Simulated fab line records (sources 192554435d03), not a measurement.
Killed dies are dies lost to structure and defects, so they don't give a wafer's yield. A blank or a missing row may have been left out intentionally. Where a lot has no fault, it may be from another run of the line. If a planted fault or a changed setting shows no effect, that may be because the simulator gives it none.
Split-lot study | flow n5-finfet | 21 wafers read from 7 lots, route of 1938 steps

SPLIT DETAILS
At N5_MOL_CONTACT_COAG_COAT_62 (time 60 s, resist thk 60 nm), the setting spin-rpm was moved away from the recipe's 1500 rpm on 9 of the 21 wafers read, by -7.3% to +9.8%. This setting was run at the recipe's value on the other wafers.

FROM THE SPLIT TO THE READING: what the file shows between them, 10 steps
- N5_MOL_CONTACT_COAG_COAT_63: time 60 s, resist thk 10 nm
- N5_MOL_CONTACT_COAG_COAT_64: time 60 s, resist thk 10 nm
- N5_MOL_CONTACT_COAG_ALD_133: deposits SiO2, target thk 5 nm, pulse time 1 s, co reactant pulse time 1 s
- N5_MOL_CONTACT_COAG_ETCHBACK_134: etches SiO2 in CHF3, target depth 10 nm, time 6.7 s
- N5_MOL_CONTACT_COAG_ETCH_67: etches SOC in N2/H2, target depth 60 nm, overetch 21 nm, time 101.2 s
- N5_MOL_CONTACT_COAG_STRIP_68: strips in N2/H2
- N5_MOL_CONTACT_COAG_STRIP_69: strips in N2/H2
- N5_MOL_CONTACT_COAG_ETCHBACK_136: etches SiO2 in CHF3, target depth 25 nm, time 16.7 s
- N5_MOL_CONTACT_COAG_STRIP_120: strips in CHF3
- N5_MOL_CONTACT_COAG_VIA_ETCH_117: etches SiO2 in C4F6/O2, target depth 40 nm, overetch 8 nm, time 26 s

THE READING
SOC_of_MOL_CONTACT_COAG_COAT_62.thk-nm (the simulator's own value, which no gauge read), in nm, at N5_MOL_CONTACT_COAG_ETCH_124 (etches SiNx in CH3F/O2, stops on SiOC, target depth 6.5 nm). There is no usual value for it anywhere in the file. Here, 12 wafers ran the recipe; their average is 48.4 nm with a standard deviation of 0.16 nm.

wafer  | tool, chamber at the split | spin-rpm as run, rpm | against the recipe | SOC_of_MOL_CONTACT_COAG_COAT_62.thk-nm, nm | against lot-mates on the recipe
L076.1 | litho-track-02, 0          | 1391                 | -7.3%              | 50.6                                       | +2.2
L076.5 | litho-track-02, 0          | 1391                 | -7.3%              | 51.2                                       | +2.8
L076.6 | litho-track-02, 0          | 1500                 | recipe             | 48.4                                       | -
L080.4 | litho-track-01, 0          | 1623                 | +8.2%              | 46.2                                       | -2.4
L080.5 | litho-track-01, 0          | 1500                 | recipe             | 48.6                                       | -
L080.6 | litho-track-01, 0          | 1623                 | +8.2%              | 45.8                                       | -2.8
L082.3 | litho-track-05, 0          | 1647                 | +9.8%              | 45.6                                       | -2.9
L082.4 | litho-track-05, 0          | 1500                 | recipe             | 48.4                                       | -
L082.6 | litho-track-05, 0          | 1500                 | recipe             | 48.6                                       | -
L083.3 | litho-track-05, 0          | 1562                 | +4.1%              | 47.2                                       | -1.4
L083.4 | litho-track-05, 0          | 1500                 | recipe             | 48.4                                       | -
L083.5 | litho-track-05, 0          | 1500                 | recipe             | 48.8                                       | -
L084.1 | litho-track-01, 0          | 1500                 | recipe             | 48.2                                       | -
L084.3 | litho-track-01, 0          | 1580                 | +5.3%              | 46.6                                       | -1.6
L084.6 | litho-track-01, 0          | 1580                 | +5.3%              | 46.8                                       | -1.4
L085.1 | litho-track-05, 0          | 1500                 | recipe             | 48.4                                       | -
L085.3 | litho-track-05, 0          | 1500                 | recipe             | 48.4                                       | -
L085.6 | litho-track-05, 0          | 1500                 | recipe             | 48.4                                       | -
L096.3 | litho-track-05, 0          | 1500                 | recipe             | 48.4                                       | -
L096.5 | litho-track-05, 0          | 1500                 | recipe             | 48.2                                       | -
L096.6 | litho-track-05, 0          | 1568                 | +4.5%              | 47                                         | -1.3

FIT RESULTS
A straight line over all 21 wafers: SOC_of_MOL_CONTACT_COAG_COAT_62.thk-nm changes by -0.313 nm for each +1% of spin-rpm; r = -0.99; the points scatter about the line by 0.2 nm.
The same after taking each lot's own level away (the mean of its wafers on the recipe; 21 wafers): -0.317 nm for each +1%; r = -0.99; scatter 0.17 nm.
The reading moves by 3.1 nm for the largest change in spin-rpm, on that fit.
The span of the lots' own levels, 48.20 to 48.60 nm, comes to 2.5 times the standard deviation stated above.
Consequently the slope shifts little with the lot-to-lot level, the two slopes agreeing.
Check: with one of the wafers moved furthest among these (+9.8%) left out of the fit, the line predicts -3.11 nm for it against its lot-mates. Against them it came out at -2.9 nm.

ADDITIONAL SPLITS CARRIED BY THESE WAFERS
Other splits were also applied to these wafers ahead of the reading. Each is held against what the fit with the lots' levels taken away leaves over:
other split on the same wafers        | wafers away from the commonest value | r with SOC_of_MOL_CONTACT_COAG_COAT_62.thk-nm (lot level and that fit taken away)
N5_SDB_COAT_03 spin-rpm               | 5                                    | +0.06
N5_HKMG_FIN_ETCH_32 source-w          | 3                                    | -0.05
N5_HKMG_FIN_ETCH_35 bias-w            | 10                                   | -0.35
N5_GATE_CUT_COAT_07 spin-rpm          | 8                                    | -0.19
N5_GATE_CUT_ETCH_36 cf4-flow-sccm     | 8                                    | +0.06
N5_MOL_CONTACT_COAG_COAT_104 spin-rpm | 4                                    | -0.36

THE WHOLE CHAIN: every reading that the file lists as answering this split, in the file's order
step                             | what it does                                                          | reading                                                                                 | change (the file's fit)               | r (the file's)
N5_MOL_CONTACT_COAG_COAT_62      | time 60 s, resist thk 60 nm                                           | SOC_of_MOL_CONTACT_COAG_COAT_62.thk-nm (the simulator's own value, which no gauge read) | -0.292 nm for each +1% of the setting | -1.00
N5_MOL_CONTACT_COAG_ETCH_67      | etches SOC in N2/H2, target depth 60 nm, overetch 21 nm, time 101.2 s | etch.depth-nm (the simulator's own value, which no gauge read)                          | -0.298 nm for each +1% of the setting | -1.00
N5_MOL_CONTACT_COAG_VIA_ETCH_117 | etches SiO2 in C4F6/O2, target depth 40 nm, overetch 8 nm, time 26 s  | SOC_of_MOL_CONTACT_COAG_COAT_62.thk-nm (the simulator's own value, which no gauge read) | -0.302 nm for each +1% of the setting | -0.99
N5_MOL_CONTACT_COAG_ETCH_124     | etches SiNx in CH3F/O2, stops on SiOC, target depth 6.5 nm            | SOC_of_MOL_CONTACT_COAG_COAT_62.thk-nm (the simulator's own value, which no gauge read) | -0.31 nm for each +1% of the setting  | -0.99

FILE'S OWN FIT
SOC_of_MOL_CONTACT_COAG_COAT_62.thk-nm changes by -0.31 nm for each +1% of spin-rpm, r = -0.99.
